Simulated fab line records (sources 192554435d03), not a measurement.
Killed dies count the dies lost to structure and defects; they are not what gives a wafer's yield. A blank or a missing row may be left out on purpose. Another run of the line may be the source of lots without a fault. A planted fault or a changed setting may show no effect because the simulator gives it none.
Struck lot and sound lot, side by side + flow n5-finfet + 20 out of 1938 route steps
Sound: the wafers L635.1, L635.4, L635.6. Struck: wafers L651.2, L651.3. (L651.5 of the same lot was not struck and is left out.) The cause comes at the end.
Order at every step that has rows: each side's tool, ch and its chambers, its first start. Under that, the readings that differ: sound wafers + struck wafers + difference of the means + sigmas: that difference in standard deviations of wafers without a fault.
alike: readings whose means differ by less than 2 such deviations, and words and numbers that are the same on both sides. not compared: withheld readings, readings that some wafer has no value for, bounds like >300 that may hide the same value, and numbers for which the record gives no deviation and whose values overlap.
A row with sigmas, a row that says differs or no value, or rows on one side alone: a step with any of these is where the two part. Non-overlapping numbers with no deviation appear without sigmas and do not part them. A reading missing from all wafers of one side parts the sides only when that side holds two or more wafers.

N5_BEOL_M12_ETCH_67: etches SiARC in CF4, target depth 143 nm, time 238.3 s.
  sound on rie-diel-05 ch 1,2, day 12 10:44; struck on rie-diel-02 ch 0,1, day 15 17:14
| reading                | sound             | struck      | difference | sigmas |
|------------------------|-------------------|-------------|------------|--------|
| oes-product-au (a.u.)  | 0.61 0.56 0.61    | 0.77 0.74   | +0.16      | +2     |
| throttle-valve-pct (%) | 15.88 15.78 15.88 | 15.28 15.59 | -0.41      | -2     |
  alike: drypump-motor-current-A, etch-rf-on-time-s, rf-vpp-V, showerhead-plenum-p-Torr
  not compared: rf-hours-counter-h
N5_BEOL_M12_ETCH_68: etches SOC in N2/H2, time 285 s.
  sound on rie-diel-05 ch 1,2, day 12 10:53; struck on rie-diel-02 ch 0,1, day 15 17:23
| reading               | sound          | struck    | difference | sigmas |
|-----------------------|----------------|-----------|------------|--------|
| oes-product-au (a.u.) | 0.72 0.66 0.72 | 0.92 0.85 | +0.19      | +2     |
  alike: drypump-motor-current-A, rf-vpp-V, showerhead-plenum-p-Torr, throttle-valve-pct
  not compared: rf-hours-counter-h
then, 3 steps without rows for these wafers: N5_BEOL_M12_STRIP_69 (strips in N2/H2); N5_BEOL_M12_TRENCH_ETCH_34 (etches SiOC in C4F8/O2/Ar, target depth 318.95 nm, time 125.5 s); N5_BEOL_M12_STRIP_70 (strips in C4F8/O2/Ar).
N5_BEOL_M12_OCD_MEAS_35:
  struck on ocd-01, day 15 17:43; sound on ocd-01, day 12 11:14
  alike: trench-depth-nm
then, 1 step without rows for these wafers: N5_BEOL_M12_STRIP_37 (strips in N2/H2).
N5_BEOL_M12_ETCH_38: etches SiCN in CF4/N2, target depth 68.7 nm, time 73.4 s.
  sound on rie-diel-02 ch 0,3, day 12 12:58; struck on rie-diel-02 ch 2,3, day 15 20:02
  alike: drypump-motor-current-A, oes-product-au, rf-vpp-V, showerhead-plenum-p-Torr, throttle-valve-pct
  not compared: rf-hours-counter-h
then, 2 steps without rows for these wafers: N5_BEOL_M12_PRECLEAN_39 (cleans in residue remover, time 60 s); N5_BEOL_M12_SRD_40 (time 30 s, dry time 30 s).
N5_BEOL_M12_DEGAS_41: time 60 s.
  struck on pvd-sputter-01, day 15 22:27; sound on pvd-sputter-02, day 12 13:32
  alike: heater-power-w
N5_BEOL_M12_PRE_CLEAN_42: time 30 s.
  struck on pvd-sputter-01, day 15 22:29; sound on pvd-sputter-02, day 12 13:35
  alike: heater-power-w
N5_BEOL_M12_SPUTTER_43: material TaN, target thk 15 nm, time 24.19 s.
  struck on pvd-sputter-01, day 15 22:32; sound on pvd-sputter-02, day 12 13:37
| reading                                      | sound          | struck    | difference | sigmas |
|----------------------------------------------|----------------|-----------|------------|--------|
| model.TaN_of_BEOL_M12_SPUTTER_43.thk-nm (nm) | 14.8 14.8 14.6 | 20.2 20.2 | +5.5       |        |
  alike: throttle-valve-pct
then, 4 steps without rows for these wafers: N5_BEOL_M12_SPUTTER_44 (material Ta, target thk 10 nm, time 16.13 s); N5_BEOL_M12_SPUTTER_45 (material Cu, target thk 80 nm, time 13.33 s); N5_BEOL_M12_ECD_47 (material Cu, target thk 720 nm); N5_BEOL_M12_ANNEAL_48 (time 90 s).
N5_BEOL_M12_CMP_49: polishes, stops on SiOC, t overpolish 20.6 s, target thk 320 nm.
  sound on cmp-03 ch 1,2, day 12 14:25; struck on cmp-01 ch 0,2, day 15 23:21
| reading                      | sound          | struck    | difference | sigmas |
|------------------------------|----------------|-----------|------------|--------|
| barrier-field-endpoint-s (s) | 31.0 31.3 30.6 | 36.0 35.5 | +4.8       | +7     |
  alike: motor-current-A, platen-rpm, slurry-flow-ml-min
N5_BEOL_M12_THK_MEAS_50: measures by xrf.
  struck on film-metro-01, day 15 23:38; sound on film-metro-02, day 12 14:43
  alike: M12_THK
next, for these wafers, 1 step has no rows: N5_PASSIVATION_PROBE_49.

## WHERE THEY PART
Earliest at N5_BEOL_M12_ETCH_67; latest, in this record, at N5_BEOL_M12_CMP_49. Later steps at which nothing parts them and some readings are alike: N5_BEOL_M12_THK_MEAS_50.

WHY: the cause the simulator had injected
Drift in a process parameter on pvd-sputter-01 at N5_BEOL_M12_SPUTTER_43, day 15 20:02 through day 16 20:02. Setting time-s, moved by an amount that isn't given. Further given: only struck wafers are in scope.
